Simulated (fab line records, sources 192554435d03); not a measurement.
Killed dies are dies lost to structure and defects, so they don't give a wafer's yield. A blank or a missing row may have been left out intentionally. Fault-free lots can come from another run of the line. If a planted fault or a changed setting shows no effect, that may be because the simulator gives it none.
A struck lot beside a sound one / flow n5_finfet / 45 out of 1938 route steps
Sound: the wafers L434.1, L434.2, L434.6. Wafers struck: L437.2, L437.5, L437.6. At the end, the cause is stated.
Order at every step that has rows: each side's tool, ch and its chambers, its first start. Under that, the readings that differ: sound wafers / struck wafers / difference of the means / sigmas: that difference in standard deviations of wafers without a fault.
alike: a reading whose means differ by less than 2 such deviations, as well as words and numbers matching on both sides. not compared: withheld readings; readings where some wafer has no value; bounds like >300 that might hide an equal value; numbers whose values overlap and for which the record gives no deviation.
A row with sigmas, a row that says differs or no value, or rows on one side alone: a step with any of these is where the two part. Numbers that have no deviation but don't overlap get no sigmas and don't part them. A reading missing from all wafers of one side parts the sides only when that side holds two or more wafers.

first, 12 steps without rows for these wafers: N5_BEOL_M1_DESCUM_33 (chemistry O2, time 7 s); N5_BEOL_M1_ETCH_77 (etches underlayer in N2/H2, target depth 6.5 nm, time 5.2 s); N5_BEOL_M1_ETCH_69 (etches SiARC in CF4, target depth 15.6 nm, time 26 s); N5_BEOL_M1_ALD_98 (deposits SiO2, target thk 2.5 nm, pulse time 1 s, co reactant pulse time 1 s); N5_BEOL_M1_ETCHBACK_99 (etches SiO2 in CHF3, target depth 5 nm, time 10.4 s); N5_BEOL_M1_ETCH_70 (etches SOC in N2/H2, target depth 80 nm, overetch 16 nm, time 120 s); N5_BEOL_M1_STRIP_71 (strips in N2/H2); N5_BEOL_M1_STRIP_78 (strips in N2/H2); N5_BEOL_M1_VIA_ETCH_34 (etches the open film in C4F6/O2, target depth 67.8 nm, time 64.4 s); N5_BEOL_M1_STRIP_83 (strips in C4F6/O2); N5_BEOL_M1_STRIP_36 (strips in N2/H2); N5_BEOL_M1_TRENCH_ETCH_37 (etches SiOC in C4F6/O2, target depth 55.207 nm, time 29 s).
N5_BEOL_M1_ETCH_41: etches SiCN in CH3F/O2, target depth 31.9 nm, time 57.8 s.
  sound on rie_diel-05 ch 1,3, day 9 08:07; struck on rie_diel-05 ch 0,1, day 9 17:15
  no value came back on the struck wafers for any of 7 readings (CH3F_flow_sccm (sccm), O2_flow_sccm (sccm) and others); on the sound wafers CH3F_flow_sccm (sccm) reads 29.97 29.93 30.17
  not compared: rf_hours_counter_h
then, 27 steps without rows for these wafers: N5_BEOL_M1_STRIP_97 (strips in N2/H2, time 10 s); N5_BEOL_M1_HM_STRIP_39 (strips TiN in peroxide tin strip, target depth 25 nm, time 158 s); N5_BEOL_M1_SRD_40 (time 30 s); N5_BEOL_M1_PRECLEAN_42 (cleans in residue remover, time 60 s); N5_BEOL_M1_SRD_43 (time 30 s); N5_BEOL_M1_DEGAS_44 (time 60 s); N5_BEOL_M1_PRE_CLEAN_45 (time 30 s); N5_BEOL_M1_ALD_84 (deposits TaN, pulse time 2 s, purge time 3 s, co reactant purge time 2 s); N5_BEOL_M1_SURFACE_TREAT_85; N5_BEOL_M1_CVD_47 (deposits Co from CCTBA/H2, target thk 3 nm, time 223.8 s); N5_BEOL_M1_SPUTTER_48 (material Cu, target thk 4.5 nm, time 8.29 s); N5_BEOL_M1_ANNEAL_49 (time 240 s); N5_BEOL_M1_SPUTTER_79 (material Cu, target thk 4.5 nm, time 8.29 s); N5_BEOL_M1_ANNEAL_80 (time 240 s); N5_BEOL_M1_SPUTTER_81 (material Cu, target thk 4.5 nm, time 8.29 s); N5_BEOL_M1_ANNEAL_82 (time 240 s); N5_BEOL_M1_SPUTTER_86 (material Cu, target thk 4.5 nm, time 8.29 s); N5_BEOL_M1_ANNEAL_87 (time 240 s); N5_BEOL_M1_SPUTTER_88 (material Cu, target thk 4.5 nm, time 8.29 s); N5_BEOL_M1_ANNEAL_89 (time 240 s); N5_BEOL_M1_SPUTTER_90 (material Cu, target thk 4.5 nm, time 8.29 s); N5_BEOL_M1_ANNEAL_91 (time 240 s); N5_BEOL_M1_SPUTTER_92 (material Cu, target thk 4.5 nm, time 8.29 s); N5_BEOL_M1_ANNEAL_93 (time 240 s); N5_BEOL_M1_SPUTTER_94 (material Cu, target thk 4.5 nm, time 8.29 s); N5_BEOL_M1_ANNEAL_95 (time 240 s); N5_BEOL_M1_SPUTTER_96 (material Cu, target thk 4.5 nm, time 8.29 s).
N5_BEOL_M1_CMP_52: polishes, stops on SiOC, t overpolish 6.8 s, target thk 40 nm.
  sound on cmp-04 ch 1,2, day 9 11:32; struck on cmp-03 ch 0,2,3, day 9 20:31
reading=model.Cu_of_BEOL_M1_ECD_50.thk_nm (nm); sound=39 39.2 40.4; struck=30.6 33.2 33.4; difference=-7.1; sigmas=
  alike: barrier_field_endpoint_s, motor_current_A, overpolish_run_s, platen_rpm, retaining_ring_pressure_frac, time_to_endpoint_s
N5_BEOL_M1_THK_MEAS_53: measures by xrf.
  sound: film_metro-02 at day 9 11:50; struck: film_metro-02 at day 9 20:44
reading=M1_THK (nm); sound=39.6 39.9 41.1; struck=31.5 34.1 34.4; difference=-6.9; sigmas=-5
N5_BEOL_M1_RS_MEAS_58: the measuring method here is four-point-probe.
  sound: film_metro-01 at day 9 12:06; struck: film_metro-02 at day 9 21:00
reading=M1_RS (ohm/sq); sound=0.692 0.684 0.659; struck=0.946 0.852 0.844; difference=+0.202; sigmas=+7
N5_BEOL_M4_RC_MEAS_101:
  the record has rows for the sound wafers here (prober-02 ch 0, day 10 20:58) and none for the struck ones
-- the record jumps here: 6 days lie between the struck wafers' starts before and after (it left off in module BEOL_M4 and takes up again in module PASSIVATION, whose first step shown is number 1936 of the route) --
N5_PASSIVATION_PROBE_49:
  rows exist in the record for the struck wafers here (prober-01, day 15 10:43), but not for the sound ones

== WHERE THEY PART ==
At N5_BEOL_M1_ETCH_41 first; at N5_PASSIVATION_PROBE_49 last (within this record only).

WHY: what the simulator had put in
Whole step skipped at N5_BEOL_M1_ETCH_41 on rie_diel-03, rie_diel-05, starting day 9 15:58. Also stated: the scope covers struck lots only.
